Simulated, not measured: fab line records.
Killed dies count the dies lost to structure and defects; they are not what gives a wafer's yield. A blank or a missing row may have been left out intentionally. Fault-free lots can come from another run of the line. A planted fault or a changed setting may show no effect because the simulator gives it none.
Matching of chambers / flow n5_finfet / N5_BEOL_M12_ETCH_67 on rie_diel-04 has 4 sister chambers
The step etches SiARC in CF4, target depth 143 nm, time 238.3 s. 8 wafers are shown with their chamber, then 9 later ones without.

WAFERS PAIRED WITH THEIR CHAMBERS
wafer=L084.2; chamber=1; showerhead_plenum_p_Torr (Torr)=2.05; drypump_motor_current_A (A)=6.07
wafer=L087.3; chamber=2; showerhead_plenum_p_Torr (Torr)=2.10; drypump_motor_current_A (A)=5.81
wafer=L088.1; chamber=3; showerhead_plenum_p_Torr (Torr)=2.04; drypump_motor_current_A (A)=6.11
wafer=L088.3; chamber=0; showerhead_plenum_p_Torr (Torr)=2.30; drypump_motor_current_A (A)=6.03
wafer=L088.5; chamber=3; showerhead_plenum_p_Torr (Torr)=2.04; drypump_motor_current_A (A)=6.14
wafer=L094.1; chamber=2; showerhead_plenum_p_Torr (Torr)=2.09; drypump_motor_current_A (A)=5.77
wafer=L094.2; chamber=0; showerhead_plenum_p_Torr (Torr)=2.29; drypump_motor_current_A (A)=6.00
wafer=L094.4; chamber=1; showerhead_plenum_p_Torr (Torr)=2.04; drypump_motor_current_A (A)=6.05

WAFERS MISSING THEIR CHAMBER
wafer=L092.1; showerhead_plenum_p_Torr (Torr)=2.29; drypump_motor_current_A (A)=5.97
wafer=L092.4; showerhead_plenum_p_Torr (Torr)=2.09; drypump_motor_current_A (A)=5.81
wafer=L092.5; showerhead_plenum_p_Torr (Torr)=2.09; drypump_motor_current_A (A)=5.79
wafer=L093.3; showerhead_plenum_p_Torr (Torr)=2.04; drypump_motor_current_A (A)=6.07
wafer=L093.4; showerhead_plenum_p_Torr (Torr)=2.29; drypump_motor_current_A (A)=5.97
wafer=L093.6; showerhead_plenum_p_Torr (Torr)=2.29; drypump_motor_current_A (A)=5.99
wafer=L096.1; showerhead_plenum_p_Torr (Torr)=2.29; drypump_motor_current_A (A)=6.02
wafer=L096.3; showerhead_plenum_p_Torr (Torr)=2.03; drypump_motor_current_A (A)=6.16
wafer=L096.5; showerhead_plenum_p_Torr (Torr)=2.04; drypump_motor_current_A (A)=6.08

WHICH CHAMBER EACH ONE RAN IN
wafer=L092.1; from the rows above=0; in truth=0
wafer=L092.4; from the rows above=2; in truth=2
wafer=L092.5; from the rows above=2; in truth=2
wafer=L093.3; from the rows above=can't be placed: 1 or 3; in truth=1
wafer=L093.4; from the rows above=0; in truth=0
wafer=L093.6; from the rows above=0; in truth=0
wafer=L096.1; from the rows above=0; in truth=0
wafer=L096.3; from the rows above=3; in truth=3
wafer=L096.5; from the rows above=can't be placed: 1 or 3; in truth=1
7 of 9 placed correctly. Cannot be placed on the basis of these rows: 2; the candidates contain the true chamber in 2. Placed wrongly: 0.
How it was worked out, from the rows above alone: a wafer's distance from a chamber is the root of the sum, over the readings, of the square of ((its reading less the chamber's mean) divided by the reading's scatter). If the next closest chamber is less than 2 further off than the closest, the wafer can't be placed; otherwise it belongs to the closest. A chamber's mean is the mean of its shown wafers. The scatter: take each reading less its chamber's mean, square it, sum over the shown wafers, divide by the number of wafers less the number of chambers, and take the root.
